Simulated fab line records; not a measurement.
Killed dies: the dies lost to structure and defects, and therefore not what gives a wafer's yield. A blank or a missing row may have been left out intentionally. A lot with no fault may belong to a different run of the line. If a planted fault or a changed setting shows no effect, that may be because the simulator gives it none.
A struck lot beside a sound one    flow nand harc    40 steps out of a route of 1302
Sound: wafers L561.3, L561.5, L561.6. Struck: wafer L576.1 (L576.2, L576.3, from the same lot, were not struck and are left out); the cause is given at the end.
For every step that has rows: the tool of each side, followed by ch and its chambers, followed by its first start. Under that, the readings that differ: sound wafers    struck wafers    difference of the means    sigmas: that difference in standard deviations of wafers without a fault.
alike: readings with means less than 2 such deviations apart, plus words and numbers identical on both sides. not compared: withheld readings, readings lacking a value on some wafer, bounds such as >300 that could conceal the same value, and numbers that have no deviation in the record and whose values overlap.
A row with sigmas, a row that says differs or no value, or rows on one side alone: a step with any of these is where the two part. Numbers that don't overlap but have no deviation are shown without sigmas and don't part them. Lack of a reading on every wafer of one side parts them only where that side has two or more wafers.

first, 3 steps without rows for these wafers: NHARC_A_CONTACT_ETCH_30 (etches the open film in CF4/CHF3, target depth 72.6 nm, time 36.3 s); NHARC_A_CONTACT_ETCH_31 (etches the open film in O2/COS, target depth 2800 nm, time 728 s); NHARC_A_CONTACT_ETCH_134 (etches the open film in C4F8/O2/Ar, time 140 s, target depth 700 nm).
NHARC_A_CONTACT_ETCH_135: etches the open film in C4F8/O2/Ar, time 311 s, target depth 1912 nm.
  sound on har cap etch-01 ch 0,1, day 22 19:28; struck on har cap etch-02 ch 0, day 29 21:22
reading                 sound  struck  difference                    sigmas
rf hours counter h (h)  - - -  120     no value on the sound wafers  
  alike: chamber pressure mTorr
then, 4 steps without rows for these wafers: NHARC_A_CONTACT_ETCH_136 (etches the open film in C4F8/O2/Ar, time 311 s, target depth 1912 nm); NHARC_A_CONTACT_ETCH_137 (etches the open film in C4F8/O2/Ar, time 311 s, target depth 1912 nm); NHARC_A_CONTACT_ETCH_138 (etches the open film in C4F8/O2/Ar, time 311 s, target depth 1914 nm); NHARC_A_CONTACT_ETCH_139 (etches the open film in C4F8/O2/Ar, time 195 s, target depth 840 nm).
NHARC_A_CONTACT_ETCH_92: etches the open film in CH3F/O2, target depth 40 nm, time 85.7 s.
  sound on rie diel-08 ch 0,2,3, day 22 21:04; struck on rie diel-08 ch 1, day 29 23:00
  alike: ch3f flow sccm, chamber pressure mTorr, drypump motor current A, oes product au, rf vpp V, showerhead plenum p Torr, throttle valve pct
  not compared: rf hours counter h
NHARC_A_CONTACT_ETCH_98: etches the open film in C4F6/O2, target depth 20 nm, time 10 s.
  sound: rie diel-08 ch 0,3; struck: rie diel-08 ch 0
reading                sound              struck  difference  sigmas
oes product au (a.u.)  0.954 0.960 0.955  0.994   +0.038      +2
  alike: chamber pressure mTorr, drypump motor current A, rf vpp V, showerhead plenum p Torr, throttle valve pct
  not compared: rf hours counter h
NHARC_A_CONTACT_CD_MEAS_15:
  sound on cd sem-01, day 22 21:14; struck on cd sem-03, day 29 23:13
reading     sound              struck  difference  sigmas
cd nm (nm)  191.1 190.2 190.2  188.9   -1.6        -2
then, 1 step without rows for these wafers: NHARC_A_CONTACT_STRIP_107 (strips in N2/H2).
NHARC_A_CONTACT_STRIP_108: strips in CF4/CHF3.
  sound on rie diel-08 ch 0,1, day 22 21:26; struck on rie diel-08 ch 0,1,2, day 29 23:34
then, 5 steps without rows for these wafers: NHARC_A_CONTACT_STRIP_109 (strips in O2/COS); NHARC_A_CONTACT_ETCH_110 (etches the open film in CF4/O2, target depth 60 nm, overetch 6 nm, time 33 s); NHARC_A_CONTACT_STRIP_26 (strips in O2); NHARC_A_CONTACT_STRIP_27 (strips in post etch residue remover, time 600 s); NHARC_A_CONTACT_ALD_18 (deposits TiN, target thk 3 nm, pulse time 1 s, ald cycles 150).
NHARC_A_CONTACT_CVD_19: deposits W, target thk 300 nm, time 802 s.
  sound: cvd w-02 ch 0,1; struck: cvd w-02 ch 0
  alike: heater power w, throttle valve pct
NHARC_A_CONTACT_CMP_20: polishes, t overpolish 30 s, target thk 300 nm.
  sound on cmp-02 ch 2,3, day 22 23:21; struck on cmp-02 ch 3, day 30 02:03
  alike: motor current A, overpolish run s, slurry filter dp kPa, time to endpoint s
then, 11 steps without rows for these wafers: NHARC_A_CONTACT_SRD_22; NHARC_A_BLC_DEHYDRATE_00 (time 120 s); NHARC_A_BLC_HMDS_01 (time 30 s); NHARC_A_BLC_COAT_02 (time 75 s); NHARC_A_BLC_COAT_03 (time 65 s); NHARC_A_BLC_COAT_04 (resist thk 90 nm); NHARC_A_BLC_SOFTBAKE_05 (time 55 s); NHARC_A_BLC_EBR_06; NHARC_A_BLC_EXPOSE_07 (exposes mask A BLC, target cd 100 nm); NHARC_A_BLC_PEB_08 (peb time 65 s); NHARC_A_BLC_DEVELOP_09 (develop time 35 s).
NHARC_A_BLC_CD_MEAS_10: the cd target is 100 nm.
  sound on cd sem-03 ch 0, day 23 00:07; struck on cd sem-01 ch 0, day 30 02:57
  alike: cd nm
NHARC_A_BLC_OVL_MEAS_11:
  sound on overlay-02, day 23 00:12; struck on overlay-01, day 30 03:02
  alike: overlay x nm, overlay y nm
then, 4 steps without rows for these wafers: NHARC_A_BLC_DESCUM_15 (chemistry O2, time 3 s); NHARC_A_BLC_ETCH_16 (etches the open film in CF4, target depth 39 nm, time 65 s); NHARC_A_BLC_ETCH_17 (etches the open film in N2/H2, target depth 390 nm, time 609.38 s); NHARC_A_BLC_ETCH_18 (etches the open film in C4F8/O2/Ar, target depth 910 nm).
NHARC_A_BLC_CD_MEAS_19:
  sound on cd sem-02, day 23 01:17; struck on cd sem-01, day 30 04:08
  alike: cd nm
then, 1 step without rows for these wafers: NHARC_A_BLC_STRIP_29 (strips in CF4).
NHARC_END_SORT_01:
  at this point the record logs the struck wafers (prober-01 ch 0, day 32 01:52) and has no rows for the sound ones

WHERE THEY PART
First at NHARC_A_CONTACT_ETCH_135; last, within this record, at NHARC_END_SORT_01.

WHY: what had been put in by the simulator
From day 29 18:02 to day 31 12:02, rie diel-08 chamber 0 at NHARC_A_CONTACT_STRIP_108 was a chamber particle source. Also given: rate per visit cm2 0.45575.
